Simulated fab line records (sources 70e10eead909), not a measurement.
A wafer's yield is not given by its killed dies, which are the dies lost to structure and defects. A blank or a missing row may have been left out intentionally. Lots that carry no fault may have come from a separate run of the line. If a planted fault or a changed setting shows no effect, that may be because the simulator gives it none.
A struck lot beside a sound one    flow nand_harc    14 out of 1302 route steps
Sound: wafers L881.1, L881.5, L881.6. Wafers struck: L887.2, L887.4, L887.6. Last of all comes the cause.
Order at every step that has rows: each side's tool, ch and its chambers, its first start. Under that, the readings that differ: sound wafers    struck wafers    difference of the means    sigmas: that difference in standard deviations of wafers without a fault.
alike: readings whose means differ by less than 2 such deviations, and words and numbers that are the same on both sides. not compared: withheld readings, readings that some wafer has no value for, bounds like >300 that may hide the same value, and numbers for which the record gives no deviation and whose values overlap.
The two part at a step that has a row with sigmas, a row that says differs or no value, or rows on one side only. Non-overlapping numbers with no deviation appear without sigmas and do not part them. Lack of a reading on every wafer of one side parts them only where that side has two or more wafers.

first, 9 steps without rows for these wafers: NHARC_A_STAIRCASE_DEHYDRATE_302 (time 120 s); NHARC_A_STAIRCASE_HMDS_303 (time 30 s); NHARC_A_STAIRCASE_COAT_304; NHARC_A_STAIRCASE_SOFTBAKE_305 (time 170 s); NHARC_A_STAIRCASE_EBR_306; NHARC_A_STAIRCASE_EXPOSE_307 (exposes mask CHOP 50); NHARC_A_STAIRCASE_PEB_308 (peb time 130 s); NHARC_A_STAIRCASE_DEVELOP_309 (time 140 s); NHARC_A_STAIRCASE_HARDBAKE_311 (time 140 s).
NHARC_A_STAIRCASE_DESCUM_312: chemistry O2, time 3 s.
  sound on rie_diel-13 ch 2,3, day 18 10:44; struck on rie_diel-08 ch 0,2, day 21 22:52
  alike: drypump_motor_current_A, o2_flow_sccm, oes_product_au, rf_vpp_V, showerhead_plenum_p_Torr, throttle_valve_pct
  not compared: rf_hours_counter_h
NHARC_A_STAIRCASE_ETCH_313: etches the open film in CF4/CHF3.
  sound on rie_diel-13 ch 0,3, day 18 10:50; struck on rie_diel-08 ch 0,2,3, day 21 22:58
reading                      sound              struck             difference  sigmas
cf4_flow_sccm (sccm)         100.6 100.4 100.4  100.5 99.0 100.0   -0.6        -2
drypump_motor_current_A (A)  6.6 5.9 6.5        5.5 5.5 5.4        -0.9        -2
oes_product_au (a.u.)        0.961 0.970 0.965  0.922 0.940 0.928  -0.035      -2
  alike: rf_vpp_V, showerhead_plenum_p_Torr, throttle_valve_pct
  not compared: rf_hours_counter_h
NHARC_A_STAIRCASE_HM_OPEN_463: chemistry O2/COS.
  sound on rie_diel-13 ch 0,3, day 18 10:57; struck on rie_diel-08 ch 1,2,3, day 21 23:06
  no value came back on the struck wafers for any of 8 readings (bias_w (W), chamber_pressure_mTorr (mTorr) and others); on the sound wafers bias_w (W) reads 299.1 298.9 300.4
  not compared: rf_hours_counter_h
then, 1 step without rows for these wafers: NHARC_A_STAIRCASE_STRIP_464 (strips in O2/COS).
-- record jumps: 8 days between struck wafers' starts before vs after; left off in module A_STAIRCASE, resumes in module END, first step shown is number 1302 of the route --
NHARC_END_SORT_01:
  at this point the record logs the struck wafers (prober-02 ch 0, day 29 13:30) and has no rows for the sound ones

== WHERE THEY PART ==
Earliest at NHARC_A_STAIRCASE_ETCH_313; latest, in this record, at NHARC_END_SORT_01.

WHY: what the simulator had put in
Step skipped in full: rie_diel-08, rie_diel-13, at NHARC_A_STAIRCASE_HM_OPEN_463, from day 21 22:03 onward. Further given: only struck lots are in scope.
